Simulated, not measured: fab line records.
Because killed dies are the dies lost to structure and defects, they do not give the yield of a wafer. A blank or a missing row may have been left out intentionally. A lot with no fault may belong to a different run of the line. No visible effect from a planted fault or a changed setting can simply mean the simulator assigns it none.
fab line records | flow n5_finfet
record: lots: 24 wafers: 72 last_day: 18
route steps=1938 shown BEOL_M5@1173 BEOL_M6@1195
lots with no fault: from the same line, run without faults
start_h: hours from the record's opening day to when the first of the lot's shown wafers began | wait_h: how many hours have passed since the lot's step before this one | " the same as in the row above | L1.1+2: several wafers, shown together as one row | - no value, or no start was given | * or withheld: withheld | < > ~ a bound
route shown NAME@n: NAME is a module with steps in the file, n the number in the route of the first one | usual: average and standard deviation across the fault-free wafers | same: alike in all rows | chamber/n: place in a boat | sites: readings site by site | _std_site: standard deviation of those values | _edge_site: mean of outer sites minus mean of inner sites | radius_mm: how far each site lies from the wafer's centre | mask NAME#n: copy n | behind: the tool/chamber that last shaped the wafer | hold: why the lot was held/for how many hours/how that ended | device: whichever transistor did not switch (one of n, p or np) | end of line: tests of these same wafers at the route's end | step lacking rows: just its recipe | killed: the dies lost at the first sort to structure and to defects; this is not the yield of the wafer | map: shows each die of a wafer: x if killed, . if not, _ if none is there
set.NAME: setting as actually run; set.NAME@STEP: the setting as run at that earlier step | model.NAME: the simulator's own value behind a step, which no gauge read
route steps across a sampled set of lots; one table per step, one row per wafer
services: when a tool's chamber went out of use (start_h, in hours from the record's first day, below 0 if earlier), for how many hours, and the reason
== steps ==
step: N5_BEOL_M5_SURFACE_TREAT_87
recipe: gas: Ar time_s: * ion_energy_ev: * ion_current_ma_cm2: 0.5 pressure_mtorr: * ar_flow_sccm: 30
usual: ar_flow_sccm: 30.00/0.11 throttle_valve_pct: *
columns lot.wafer tool chamber start_h wait_h ar_flow_sccm throttle_valve_pct
L074.3 pvd_sputter-03 - 186.27 0.2 29.90 *
L074.4 " - " " 30.07 *
L074.6 " - " " 29.97 *
L075.1 pvd_sputter-02 - 195.15 0.2 29.93 *
L075.3 " - " " 30.02 *
L075.5 " - " " 30.01 *
L076.1 pvd_sputter-03 - 195.32 0.1 29.88 *
L076.4 " - " " 29.97 *
L076.6 " - " " 29.91 *
L077.3 pvd_sputter-02 - 212.34 0.1 29.93 *
L077.4 " - " " 29.91 *
L077.6 " - " " 29.89 *
L079.1 pvd_sputter-02 - 223.57 0.2 30.01 *
L079.4 " - " " 29.90 *
L079.6 " - " " 29.90 *
L078.2 pvd_sputter-01 - 223.84 0.2 29.89 *
L078.3 " - " " 29.96 *
L078.6 " - " " 30.03 *
L080.4 pvd_sputter-03 - 225.15 0.1 30.16 *
L080.5 " - " " 30.00 *
L080.6 " - " " 30.15 *
L082.2 pvd_sputter-02 - 229.88 0.2 29.90 *
L082.4 " - " " 30.06 *
L082.5 " - " " 30.03 *
L081.3 pvd_sputter-01 - 233.64 0.1 30.03 *
L081.5 " - " " 30.17 *
L081.6 " - " " 29.97 *
L083.1 pvd_sputter-01 - 241.61 0.4 30.13 *
L083.4 " - " " 29.85 *
L083.6 " - " " 29.95 *
L084.1 pvd_sputter-03 - 250.25 0.2 30.03 *
L084.4 " - " " 30.00 *
L084.6 " - " " 30.08 *
L085.1 pvd_sputter-03 - 258.33 0.4 30.02 *
L085.2 " - " " 29.95 *
L085.3 " - " " 30.05 *
L087.1 pvd_sputter-02 - 263.98 0.2 29.95 *
L087.3 " - " " 29.92 *
L087.5 " - " " 29.96 *
L086.2 pvd_sputter-01 - 266.43 0.2 29.84 *
L086.3 " - " " 30.30 *
L086.4 " - " " 30.07 *
L090.1 pvd_sputter-02 - 276.88 0.3 30.05 *
L090.3 " - " " 29.97 *
L090.6 " - " " 30.05 *
L089.1 pvd_sputter-01 - 282.69 0.2 30.05 *
L089.5 " - " " 30.03 *
L089.6 " - " " 29.84 *
L088.1 pvd_sputter-01 - 287.60 1.0 30.20 *
L088.4 " - " " 30.10 *
L088.5 " - " " 29.72 *
L093.1 pvd_sputter-02 - 293.81 0.2 30.05 *
L093.3 " - " " 29.97 *
L093.4 " - " " 30.05 *
L092.1 pvd_sputter-01 - 294.87 0.6 30.05 *
L092.2 " - " " 30.18 *
L092.3 " - " " 30.01 *
L091.1 pvd_sputter-01 - 310.23 1.5 29.98 *
L091.2 " - " " 29.93 *
L091.4 " - " " 29.99 *
L094.3 pvd_sputter-02 - 314.69 0.2 30.14 *
L094.4 " - " " 29.73 *
L094.6 " - " " 29.99 *
L096.3 pvd_sputter-03 - 314.86 0.1 30.13 *
L096.5 " - " " 29.88 *
L096.6 " - " " 30.07 *
L095.2 pvd_sputter-03 - 315.72 0.3 30.05 *
L095.5 " - " " 30.23 *
L095.6 " - " " 30.12 *
L097.2 pvd_sputter-03 - 325.91 0.2 29.88 *
L097.3 " - " " 29.95 *
L097.5 " - " " 29.96 *
step: N5_BEOL_M5_ANNEAL_49
recipe: temp_c: 400 time_s: 1800 ambient: vacuum
usual: heater_power_w: 849/58
columns lot.wafer tool chamber start_h wait_h heater_power_w
L074.3 pvd_sputter-03 - 186.83 0.0 847
L074.4 " - " " 747
L074.6 " - " " 865
L075.1 pvd_sputter-01 - 195.45 0.0 932
L075.3 " - " " 876
L075.5 " - " " 857
L076.1 pvd_sputter-03 - 195.62 0.0 855
L076.4 " - " " 890
L076.6 " - " " 896
L077.3 pvd_sputter-01 - 212.79 0.0 867
L077.4 " - " " 892
L077.6 " - " " 929
L079.1 pvd_sputter-02 - 224.13 0.0 794
L079.4 " - " " 788
L079.6 " - " " 837
L078.2 pvd_sputter-01 - 224.38 0.0 779
L078.3 " - " " 873
L078.6 " - " " 862
L080.4 pvd_sputter-03 - 227.65 0.0 832
L080.5 " - " " 892
L080.6 " - " " 845
L082.2 pvd_sputter-02 - 230.40 0.0 806
L082.4 " - " " 838
L082.5 " - " " 771
L081.3 pvd_sputter-01 - 233.96 0.0 865
L081.5 " - " " 863
L081.6 " - " " 809
L083.1 pvd_sputter-01 - 242.01 0.0 936
L083.4 " - " " 890
L083.6 " - " " 915
L084.1 pvd_sputter-02 - 250.81 0.0 835
L084.4 " - " " 778
L084.6 " - " " 859
L085.1 pvd_sputter-03 - 258.93 0.0 876
L085.2 " - " " 864
L085.3 " - " " 843
L087.1 pvd_sputter-02 - 264.54 0.0 771
L087.3 " - " " 814
L087.5 " - " " 914
L086.2 pvd_sputter-03 - 266.82 0.0 863
L086.3 " - " " 830
L086.4 " - " " 905
L090.1 pvd_sputter-02 - 277.24 0.0 778
L090.3 " - " " 792
L090.6 " - " " 856
L089.1 pvd_sputter-01 - 283.13 0.0 890
L089.5 " - " " 943
L089.6 " - " " 778
L088.1 pvd_sputter-01 - 288.00 0.0 876
L088.4 " - " " 858
L088.5 " - " " 768
L093.1 pvd_sputter-02 - 294.17 0.0 908
L093.3 " - " " 789
L093.4 " - " " 815
L092.1 pvd_sputter-03 - 295.38 0.0 843
L092.2 " - " " 718
L092.3 " - " " 832
L091.1 pvd_sputter-01 - 310.57 0.0 878
L091.2 " - " " 931
L091.4 " - " " 770
L094.3 pvd_sputter-01 - 314.99 0.0 872
L094.4 " - " " 877
L094.6 " - " " 923
L096.3 pvd_sputter-02 - 315.18 0.0 775
L096.5 " - " " 778
L096.6 " - " " 759
L095.2 pvd_sputter-03 - 318.20 0.0 738
L095.5 " - " " 819
L095.6 " - " " 879
L097.2 pvd_sputter-01 - 326.41 0.0 871
L097.3 " - " " 932
L097.5 " - " " 866
step: N5_BEOL_M5_SPUTTER_90
recipe: material: Cu target_thk_a: 45 temp_c: -20 chamber_pressure_pa: 0.07 power_w: withheld time_s: 8.29
usual: throttle_valve_pct: 29.6/0.84
columns lot.wafer tool chamber start_h wait_h throttle_valve_pct
L074.3 pvd_sputter-03 - 191.09 0.5 29.3
L074.4 " - " " 30.5
L074.6 " - " " 30.6
L075.1 pvd_sputter-01 - 199.72 0.5 28.2
L075.3 " - " " 30.4
L075.5 " - " " 30.4
L076.1 pvd_sputter-03 - 199.88 0.5 30.7
L076.4 " - " " 28.7
L076.6 " - " " 28.7
L077.3 pvd_sputter-01 - 217.06 0.5 28.7
L077.4 " - " " 30.4
L077.6 " - " " 28.1
L079.1 pvd_sputter-02 - 228.40 0.5 29.6
L079.4 " - " " 30.6
L079.6 " - " " 30.3
L078.2 pvd_sputter-01 - 228.64 0.5 30.1
L078.3 " - " " 28.9
L078.6 " - " " 28.9
L080.4 pvd_sputter-03 - 231.91 0.5 29.5
L080.5 " - " " 28.7
L080.6 " - " " 29.5
L082.2 pvd_sputter-02 - 234.67 0.5 30.7
L082.4 " - " " 30.2
L082.5 " - " " 29.7
L081.3 pvd_sputter-01 - 238.23 0.5 28.8
L081.5 " - " " 30.2
L081.6 " - " " 29.9
L083.1 pvd_sputter-01 - 246.28 0.5 28.0
L083.4 " - " " 30.3
L083.6 " - " " 28.3
L084.1 pvd_sputter-02 - 255.08 0.5 30.1
L084.4 " - " " 29.7
L084.6 " - " " 30.4
L085.1 pvd_sputter-03 - 263.20 0.5 28.7
L085.2 " - " " 30.3
L085.3 " - " " 29.2
L087.1 pvd_sputter-02 - 268.80 0.5 29.8
L087.3 " - " " 30.7
L087.5 " - " " 30.0
L086.2 pvd_sputter-03 - 271.08 0.5 30.2
L086.3 " - " " 29.6
L086.4 " - " " 28.5
L090.1 pvd_sputter-02 - 281.51 0.5 29.9
L090.3 " - " " 30.6
L090.6 " - " " 30.2
L089.1 pvd_sputter-01 - 287.40 0.5 28.7
L089.5 " - " " 28.1
L089.6 " - " " 30.0
L088.1 pvd_sputter-01 - 292.27 0.5 30.5
L088.4 " - " " 28.6
L088.5 " - " " 30.2
L093.1 pvd_sputter-02 - 298.44 0.5 29.8
L093.3 " - " " 30.0
L093.4 " - " " 30.8
L092.1 pvd_sputter-03 - 299.64 0.5 30.6
L092.2 " - " " 30.7
L092.3 " - " " 29.1
L091.1 pvd_sputter-01 - 314.83 0.5 28.7
L091.2 " - " " 28.4
L091.4 " - " " 30.3
L094.3 pvd_sputter-01 - 319.26 0.5 30.3
L094.4 " - " " 28.8
L094.6 " - " " 28.2
L096.3 pvd_sputter-02 - 319.71 0.5 30.6
L096.5 " - " " 30.6
L096.6 " - " " 29.8
L095.2 pvd_sputter-03 - 322.47 0.5 30.7
L095.5 " - " " 29.3
L095.6 " - " " 28.4
L097.2 pvd_sputter-01 - 330.68 0.5 28.7
L097.3 " - " " 28.0
L097.5 " - " " 28.7
step: N5_BEOL_M5_DEP_56
recipe: material: SiCN target_thk_a: 80 temp_c: withheld precursor: 3MS/NH3 pressure_torr: 3 rf_w: 202 time_s: 14
usual: showerhead_plenum_p_Torr: 3.657/0.01 throttle_valve_pct: 9.3/0.81
columns lot.wafer tool chamber start_h wait_h showerhead_plenum_p_Torr throttle_valve_pct
L074.3 pecvd-03 1 192.08 0.0 3.649 9.6
L074.4 " 1 " " 3.639 9.6
L074.6 " 2 " " 3.650 8.0
L075.1 pecvd-01 1 200.72 0.0 3.684 9.1
L075.3 " 2 " " 3.665 9.1
L075.5 " 2 " " 3.652 9.1
L076.1 pecvd-03 0 201.19 0.0 3.656 11.2
L076.4 " 1 " " 3.640 9.3
L076.6 " 0 " " 3.661 11.1
L077.3 pecvd-01 0 218.05 0.0 3.662 9.1
L077.4 " 0 " " 3.657 8.9
L077.6 " 1 " " 3.675 9.0
L079.1 pecvd-03 0 229.40 0.0 3.667 11.2
L079.4 " 2 " " 3.659 8.0
L079.6 " 1 " " 3.639 9.5
L078.2 pecvd-03 0 229.63 0.0 3.663 11.2
L078.3 " 2 " " 3.659 8.0
L078.6 " 0 " " 3.663 11.3
L080.4 pecvd-01 1 232.93 0.0 3.667 9.0
L080.5 " 2 " " 3.666 9.2
L080.6 " 0 " " 3.658 9.2
L082.2 pecvd-04 1 236.94 0.0 3.664 9.3
L082.4 " 2 " " 3.636 8.8
L082.5 " 1 " " 3.661 9.2
L081.3 pecvd-03 1 239.26 0.0 3.642 9.4
L081.5 " 2 " " 3.653 8.2
L081.6 " 1 " " 3.650 9.3
L083.1 pecvd-04 2 247.27 0.0 3.645 8.9
L083.4 " 2 " " 3.638 8.8
L083.6 " 0 " " 3.665 9.2
L084.1 pecvd-04 0 256.07 0.0 3.659 9.0
L084.4 " 1 " " 3.662 9.3
L084.6 " 0 " " 3.666 9.2
L085.1 pecvd-01 1 264.19 0.0 3.677 9.0
L085.2 " 0 " " 3.664 9.3
L085.3 " 2 " " 3.658 9.2
L087.1 pecvd-01 1 269.79 0.0 3.669 9.0
L087.3 " 2 " " 3.658 9.4
L087.5 " 0 " " 3.653 9.3
L086.2 pecvd-01 2 272.17 0.0 3.657 9.3
L086.3 " 1 " " 3.677 9.2
L086.4 " 2 " " 3.660 9.2
L090.1 pecvd-04 1 282.56 0.0 3.661 9.4
L090.3 " 0 " " 3.653 9.0
L090.6 " 0 " " 3.654 9.1
L089.1 pecvd-01 2 288.84 0.0 3.662 9.4
L089.5 " 2 " " 3.657 9.3
L089.6 " 1 " " 3.674 9.0
L088.1 pecvd-04 2 293.53 0.0 3.641 9.1
L088.4 " 0 " " 3.662 8.7
L088.5 " 1 " " 3.659 9.0
L093.1 pecvd-01 1 299.94 0.0 3.666 9.3
L093.3 " 0 " " 3.654 9.0
L093.4 " 1 " " 3.671 8.8
L092.1 pecvd-01 2 301.02 0.0 3.660 9.4
L092.2 " 0 " " 3.656 9.0
L092.3 " 1 " " 3.678 9.3
L091.1 pecvd-03 1 315.89 0.0 3.643 9.4
L091.2 " 2 " " 3.640 8.4
L091.4 " 1 " " 3.635 9.3
L094.3 pecvd-04 0 320.25 0.0 3.660 9.0
L094.4 " 0 " " 3.655 9.1
L094.6 " 2 " " 3.642 8.9
L096.3 pecvd-03 1 320.70 0.0 3.633 9.1
L096.5 " 2 " " 3.661 8.3
L096.6 " 1 " " 3.640 9.4
L095.2 pecvd-03 0 324.04 0.0 3.658 11.0
L095.5 " 2 " " 3.658 8.0
L095.6 " 0 " " 3.664 11.0
L097.2 pecvd-03 2 331.69 0.0 3.643 8.2
L097.3 " 0 " " 3.653 11.0
L097.5 " 2 " " 3.653 8.4
step: N5_BEOL_M6_CURE_74
recipe: temp_c: 385 time_s: 240 ambient: He/Ar material: SiCOH_lowk
usual: lamp_power_pct: 52.31/0.057 wafer_temp_C_max: 386.7/0.74
columns lot.wafer tool chamber start_h wait_h lamp_power_pct wafer_temp_C_max
L074.3 uv_cure-01 0 192.46 0.2 52.38 386.7
L074.4 " 0 " " 52.39 386.8
L074.6 " 0 " " 52.19 386.6
L075.1 uv_cure-03 0 200.91 0.0 52.32 386.2
L075.3 " 0 " " 52.37 385.7
L075.5 " 0 " " 52.29 386.4
L076.1 uv_cure-01 1 201.38 0.0 52.31 386.5
L076.4 " 1 " " 52.26 386.5
L076.6 " 1 " " 52.39 386.4
L077.3 uv_cure-03 0 218.83 0.6 52.28 385.8
L077.4 " 0 " " 52.36 385.8
L077.6 " 0 " " 52.32 386.2
L079.1 uv_cure-02 0 229.60 0.0 52.37 387.8
L079.4 " 0 " " 52.42 387.3
L079.6 " 0 " " 52.31 388.3
L078.2 uv_cure-01 0 229.90 0.1 52.31 386.5
L078.3 " 0 " " 52.22 387.1
L078.6 " 0 " " 52.32 386.3
L080.4 uv_cure-02 2 233.35 0.3 52.23 386.7
L080.5 " 2 " " 52.25 386.2
L080.6 " 2 " " 52.32 385.9
L082.2 uv_cure-02 1 237.22 0.1 52.20 386.9
L082.4 " 1 " " 52.22 387.0
L082.5 " 1 " " 52.38 387.2
L081.3 uv_cure-02 2 239.62 0.2 52.36 386.1
L081.5 " 2 " " 52.34 386.2
L081.6 " 2 " " 52.25 385.9
L083.1 uv_cure-01 0 247.72 0.3 52.32 386.0
L083.4 " 0 " " 52.39 386.8
L083.6 " 0 " " 52.28 386.1
L084.1 uv_cure-03 1 256.26 0.0 52.25 386.2
L084.4 " 1 " " 52.40 386.9
L084.6 " 1 " " 52.30 386.4
L085.1 uv_cure-02 1 264.38 0.0 52.32 386.8
L085.2 " 1 " " 52.36 386.9
L085.3 " 1 " " 52.37 386.6
L087.1 uv_cure-02 0 270.24 0.0 52.27 388.5
L087.3 " 0 " " 52.25 387.7
L087.5 " 0 " " 52.29 387.5
L086.2 uv_cure-02 0 272.73 0.4 52.27 388.6
L086.3 " 0 " " 52.39 389.3
L086.4 " 0 " " 52.21 387.6
L090.1 uv_cure-03 0 282.77 0.1 52.35 386.0
L090.3 " 0 " " 52.29 386.4
L090.6 " 0 " " 52.29 386.1
L089.1 uv_cure-01 1 289.03 0.0 52.42 386.4
L089.5 " 1 " " 52.35 386.9
L089.6 " 1 " " 52.28 387.1
L088.1 uv_cure-01 0 293.72 0.0 52.39 386.7
L088.4 " 0 " " 52.23 387.1
L088.5 " 0 " " 52.29 387.1
L093.1 uv_cure-03 0 300.13 0.0 52.28 386.8
L093.3 " 0 " " 52.36 386.1
L093.4 " 0 " " 52.28 386.4
L092.1 uv_cure-02 2 301.21 0.0 52.29 386.0
L092.2 " 2 " " 52.33 386.1
L092.3 " 2 " " 52.26 386.3
L091.1 uv_cure-03 2 316.09 0.0 52.31 386.5
L091.2 " 2 " " 52.30 386.6
L091.4 " 2 " " 52.51 387.1
L094.3 uv_cure-02 0 320.76 0.4 52.25 388.1
L094.4 " 0 " " 52.29 388.1
L094.6 " 0 " " 52.43 387.9
L096.3 uv_cure-01 1 321.21 0.4 52.30 386.7
L096.5 " 1 " " 52.30 387.4
L096.6 " 1 " " 52.29 387.3
L095.2 uv_cure-03 0 324.33 0.1 52.34 386.0
L095.5 " 0 " " 52.38 385.8
L095.6 " 0 " " 52.16 386.1
L097.2 uv_cure-02 2 331.98 0.1 52.32 386.2
L097.3 " 2 " " 52.33 385.7
L097.5 " 2 " " 52.42 385.9
step: N5_BEOL_M6_ALD_77
recipe: material: TaN target_thk_a: 20 temp_c: 275 ald_precursor_family: PDMAT ald_co_reactant: NH3 pressure_torr: 3 carrier_flow_sccm: 1500 pulse_time_s: 2 purge_time_s: 3 co_reactant_purge_time_s: 2 co_reactant_pulse_time_s: 3 ald_cycles: 40 precursor_vessel_temp_c: 75 precursor_vessel_pressure_torr: 26.25 precursor_vessel_carrier_sccm: 1000
usual: heater_power_w: 428/41 mfc_carrier_sccm: 1500/4
columns lot.wafer tool chamber start_h wait_h heater_power_w mfc_carrier_sccm
L074.3 ald_metal-01 1 197.61 0.0 428 1496
L074.4 " 0 " " 369 1500
L074.6 " 1 " " 432 1498
L075.1 ald_metal-03 1 206.01 0.1 434 1501
L075.3 " 2 " " 426 1502
L075.5 " 0 " " 329 1500
L076.1 ald_metal-01 3 206.24 0.1 435 1502
L076.4 " 1 " " 439 1495
L076.6 " 1 " " 431 1493
L077.3 ald_metal-02 1 224.75 0.0 483 1500
L077.4 " 2 " " 444 1505
L077.6 " 2 " " 428 1504
L079.1 ald_metal-01 1 235.09 0.0 438 1503
L079.4 " 2 " " 494 1502
L079.6 " 0 " " 380 1503
L078.2 ald_metal-03 0 235.29 0.2 331 1501
L078.3 " 2 " " 425 1492
L078.6 " 1 " " 432 1501
L080.4 ald_metal-01 3 240.59 0.0 439 1503
L080.5 " 3 " " 441 1503
L080.6 " 2 " " 475 1501
L082.2 ald_metal-02 2 244.71 0.0 428 1498
L082.4 " 1 " " 489 1503
L082.5 " 0 " " 504 1494
L081.3 ald_metal-01 3 244.99 0.1 437 1501
L081.5 " 0 " " 382 1504
L081.6 " 3 " " 435 1499
L083.1 ald_metal-01 1 253.03 0.0 434 1499
L083.4 " 0 " " 375 1496
L083.6 " 0 " " 376 1496
L084.1 ald_metal-03 2 260.44 0.1 423 1498
L084.4 " 1 " " 436 1496
L084.6 " 2 " " 428 1499
L085.1 ald_metal-02 3 270.16 0.0 414 1502
L085.2 " 2 " " 431 1506
L085.3 " 1 " " 472 1503
L087.1 ald_metal-01 3 275.87 0.0 433 1500
L087.3 " 0 " " 372 1505
L087.5 " 3 " " 418 1492
L086.2 ald_metal-01 3 276.41 0.0 431 1500
L086.3 " 0 " " 373 1504
L086.4 " 1 " " 427 1495
L090.1 ald_metal-03 0 289.57 0.0 322 1502
L090.3 " 2 " " 428 1504
L090.6 " 3 " " 417 1503
L089.1 ald_metal-01 0 293.63 0.1 380 1500
L089.5 " 3 " " 429 1493
L089.6 " 0 " " 380 1498
L088.1 ald_metal-02 3 299.02 0.0 399 1505
L088.4 " 1 " " 471 1500
L088.5 " 3 " " 413 1507
L093.1 ald_metal-02 3 304.72 0.0 418 1500
L093.3 " 2 " " 426 1492
L093.4 " 0 " " 484 1506
L092.1 ald_metal-03 0 304.98 0.3 337 1495
L092.2 " 1 " " 432 1494
L092.3 " 2 " " 426 1498
L091.1 ald_metal-01 2 323.21 0.0 472 1497
L091.2 " 3 " " 434 1489
L091.4 " 1 " " 443 1500
L094.3 ald_metal-02 0 326.37 0.3 476 1504
L094.4 " 3 " " 419 1491
L094.6 " 2 " " 434 1501
L096.3 ald_metal-03 2 327.82 0.0 414 1492
L096.5 " 2 " " 422 1491
L096.6 " 3 " " 406 1495
L095.2 ald_metal-02 2 331.41 0.0 425 1497
L095.5 " 1 " " 484 1500
L095.6 " 2 " " 433 1499
L097.2 ald_metal-01 3 338.21 0.0 441 1496
L097.3 " 2 " " 484 1499
L097.5 " 3 " " 422 1497
== services ==
columns tool chamber start_h hours kind
uv_cure-01 - 168.05 0.8 repair
pecvd-03 2 180.79 5.7 repair
uv_cure-01 - 184.28 0.4 repair
ald_metal-03 - 186.39 1.1 repair
pecvd-01 - 189.62 5.5 pm
ald_metal-03 - 209.59 8.7 pm
uv_cure-02 - 211.97 7.6 repair
uv_cure-01 - 235.86 1.0 pm
uv_cure-03 - 236.04 1.0 pm
ald_metal-02 - 237.99 1.2 pm
pecvd-03 - 242.55 1.7 repair
pecvd-03 - 247.71 5.3 repair
pecvd-01 - 259.73 2.9 repair
uv_cure-01 - 271.91 2.1 pm
ald_metal-02 3 288.94 4.6 repair
ald_metal-01 3 296.75 5.8 repair
ald_metal-01 - 297.32 14.6 pm
pecvd-03 1 300.78 2.8 repair
ald_metal-01 - 312.85 8.7 pm
pecvd-03 1 322.46 12.9 repair
ald_metal-01 - 324.97 6.0 pm
ald_metal-02 1 326.00 5.1 repair
ald_metal-01 0 334.53 45.8 repair
ald_metal-03 - 337.25 14.0 pm
== key ==
fault none
